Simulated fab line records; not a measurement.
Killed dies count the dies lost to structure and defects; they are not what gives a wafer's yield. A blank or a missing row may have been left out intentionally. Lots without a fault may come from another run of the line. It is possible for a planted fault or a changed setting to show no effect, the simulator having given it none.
Problem report in the 8D (eight disciplines) form, filled by code	flow nand-harc	the parts of the form that need people (team, actions taken, sign-off) are left out

== 1. THE PROBLEM ==
At NHARC_P_ZERO_WELL_SOFTBAKE_06, heater-power-total-W averages 230.3 W over 6 wafers from 2 lots, while fault-free wafers read 201.0 W, standard deviation 1.3. That puts it +23 standard deviations away from the usual mean.
The step: time 70 s.
Seen first at day 5 12:00 on litho-track-07, wafer L655.1. The record has a number at this step for 36 wafers belonging to 12 lots. The rule behind "out" and "out of limits": a value lying over 4 standard deviations away from the usual mean. Any other wafer with a number is counted as sound.

== 2. WHAT THIS IS AND IS NOT ==
question	is	is not
which readings at this step	heater-power-total-W	resist-line-temp-C
which lots	L655, L656	L641, L642, L643, L644, L645, L647, L651, L658, L660, L662
which wafers of those lots	all that have a number	-
read on which tools	litho-track-07	litho-track-03, litho-track-05
when	from day 5 12:00	up to then (21 sound wafers); but 9 sound wafers of L658, L660, L662 came after

== 3. THE SUSPECTS, EACH WITH WHAT RULES IT OUT ==
Counting: a tool at a process step up to the reading stays a suspect if it ran every lot that is out and no sound lot after the first of them.
- litho-track-07 at NHARC_P_ZERO_WELL_SOFTBAKE_06 (time 70 s): kept. All lots that are out passed through it, beginning with L655 at day 5 12:00, and no sound lot followed; its final sound lot before that point was L651 at day 4 12:00. Out on those wafers are its own readings of heater-power-total-W.
Left after counting: litho-track-07 at NHARC_P_ZERO_WELL_SOFTBAKE_06.

== 4. THE CAUSE (what the simulator had put in) ==
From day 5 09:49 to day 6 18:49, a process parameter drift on litho-track-07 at NHARC_P_ZERO_WELL_SOFTBAKE_06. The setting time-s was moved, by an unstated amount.
The count eliminated every tool but this one.

== 5. SEQUENCE OF EFFECTS, ordered by route ==
One row per reading whose mean, taken over the struck wafers that have a number, lies over 3 standard deviations from the usual. Readings are gone through only where the record gives a usual standard deviation; hours: the median, over the lots, of the time from a lot's start at the first step in this table giving one to that lot's start at this step; sigmas: the change measured in usual standard deviations.
hours	step	reading	usual	on struck wafers	change	sigmas
0	NHARC_P_ZERO_WELL_SOFTBAKE_06	heater-power-total-W	201.0 W	230.3	+29.3	+23
Its process steps:
- NHARC_P_ZERO_WELL_SOFTBAKE_06: time 70 s.
Later steps that measure or inspect, where all struck wafers having a row at the step show a number for every such reading and not one has moved that far: NHARC_END_SORT_01.

== 6. HOW IT WOULD HAVE BEEN CAUGHT EARLIER ==
2 hours passed between the start of the fault at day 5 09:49 and the first reading out of limits in this record, taken at day 5 12:00.
